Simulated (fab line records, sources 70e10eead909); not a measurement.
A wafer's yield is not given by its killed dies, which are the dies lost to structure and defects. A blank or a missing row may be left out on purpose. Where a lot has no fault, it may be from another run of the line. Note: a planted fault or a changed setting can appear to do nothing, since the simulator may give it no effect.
A lot that was struck, set against a sound lot || flow nandHarc || 15 out of 1159 route steps
Sound: the wafers L828.2, L828.5, L828.6. Wafers struck: L842.1, L842.2, L842.4. At the end, the cause is stated.
For every step that has rows: the tool of each side, followed by ch and its chambers, followed by its first start. Under that, the readings that differ: sound wafers || struck wafers || difference of the means || sigmas: that difference in standard deviations of wafers without a fault.
alike: same words and numbers on both sides, and readings whose means sit less than 2 such deviations apart. not compared: any withheld reading, any reading some wafer has no value for, any bound like >300 that may hide the same value, and any number with overlapping values for which the record gives no deviation.
A row with sigmas, a row that says differs or no value, or rows on one side alone: a step with any of these is where the two part. Numbers that don't overlap but have no deviation are shown without sigmas and don't part them. A reading missing from all wafers of one side parts the sides only when that side holds two or more wafers.

first, 1 step without rows for these wafers: NHARC_P_GATE_STRIP_96 (strips in SPM, time 900 s).
NHARC_P_GATE_RTA_64: time 1 s.
  sound on rtpAnneal-01 ch 0, day 5 13:43; struck on rtpAnneal-01 ch 0, day 9 01:52
  alike: lampPowerPct, lamp_zone_6_pct, wafer_temp_C_max
then, 1 step without rows for these wafers: NHARC_P_GATE_ETCH_77 (etches SiO2 in dHF, target depth 6 nm).
NHARC_P_GATE_DEGAS_109: time 60 s.
  struck on pvdSputter-01, day 9 02:11; sound on pvdSputter-01, day 5 14:00
  alike: heaterPowerW
then, 3 steps without rows for these wafers: NHARC_P_GATE_PRE_CLEAN_110 (time 30 s); NHARC_P_GATE_SPUTTER_78 (material Ni, target thk 10 nm); NHARC_P_GATE_SPUTTER_79 (material TiN, target thk 10 nm).
NHARC_P_GATE_RTA_80: time 30 s.
  sound on rtpAnneal-01 ch 0, day 5 14:20; struck on rtpAnneal-02 ch 0, day 9 02:36
{"reading": "lampPowerPct (%)", "sound": "2.26 2.26 2.26", "struck": "2.08 2.08 2.08", "difference": -0.18, "sigmas": -2}
{"reading": "lamp_zone_6_pct (%)", "sound": "2.24 2.24 2.24", "struck": "2.06 2.06 2.06", "difference": -0.18, "sigmas": -2}
  alike: wafer_temp_C_max
then, 1 step without rows for these wafers: NHARC_P_GATE_STRIP_67 (strips in SPM, time 600 s).
NHARC_P_GATE_RTA_82: time 30 s.
  sound on rtpAnneal-01 ch 0, day 5 14:48; struck on rtpAnneal-01 ch 0, day 9 03:04
  alike: lampPowerPct, lamp_zone_6_pct, wafer_temp_C_max
NHARC_P_GATE_INSPECT_68:
  struck on defectInspect-01, day 9 03:16; sound on defectInspect-02, day 5 14:58
  alike: rawDefectCount
then, 1 step without rows for these wafers: NHARC_P_CONTACT_DEP_30 (deposits SiNx, target thk 30 nm).
NHARC_P_CONTACT_DEP_00: deposits SiO2, target thk 500 nm.
  sound on pecvd-04 ch 1,2, day 5 15:16; struck on pecvd-01 ch 0,2, day 9 03:44
{"reading": "heaterPowerW (W)", "sound": "660 637 702", "struck": "404 401 430", "difference": -255, "sigmas": -3}
{"reading": "rfFwdPowerW (W)", "sound": "900.0 897.2 897.7", "struck": "1257.9 1258.2 1255.4", "difference": "+358.9", "sigmas": "+99 or more"}
{"reading": "showerheadVppV (V)", "sound": "1960 1894 1939", "struck": "2344 2088 2311", "difference": "+317", "sigmas": "+4"}
  alike: throttleValvePct
NHARC_P_CONTACT_CMP_01: polishes SiO2, target thk 200 nm.
  sound on cmp-04 ch 2,3, day 5 15:46; struck on cmp-03 ch 0,1,2, day 9 04:14
  alike: motorCurrentA
-- the record jumps here: 14 days lie between the struck wafers' starts before and after (it left off in module P_CONTACT and takes up again in module END, whose first step shown is number 1159 of the route) --
NHARC_END_SORT_01:
  sound on prober-02 ch 0, day 19 22:02; struck on prober-01 ch 0, day 22 17:47
  alike: killedAtArray, killedAtOther, killedAtPeriphery, killedDies, killedOpen, killedShort

## WHERE THEY PART
First at NHARC_P_GATE_RTA_80; last, within this record, at NHARC_P_CONTACT_DEP_00. Later steps at which nothing parts them and some readings are alike: NHARC_P_CONTACT_CMP_01, NHARC_END_SORT_01.

WHY: whatever the simulator had introduced
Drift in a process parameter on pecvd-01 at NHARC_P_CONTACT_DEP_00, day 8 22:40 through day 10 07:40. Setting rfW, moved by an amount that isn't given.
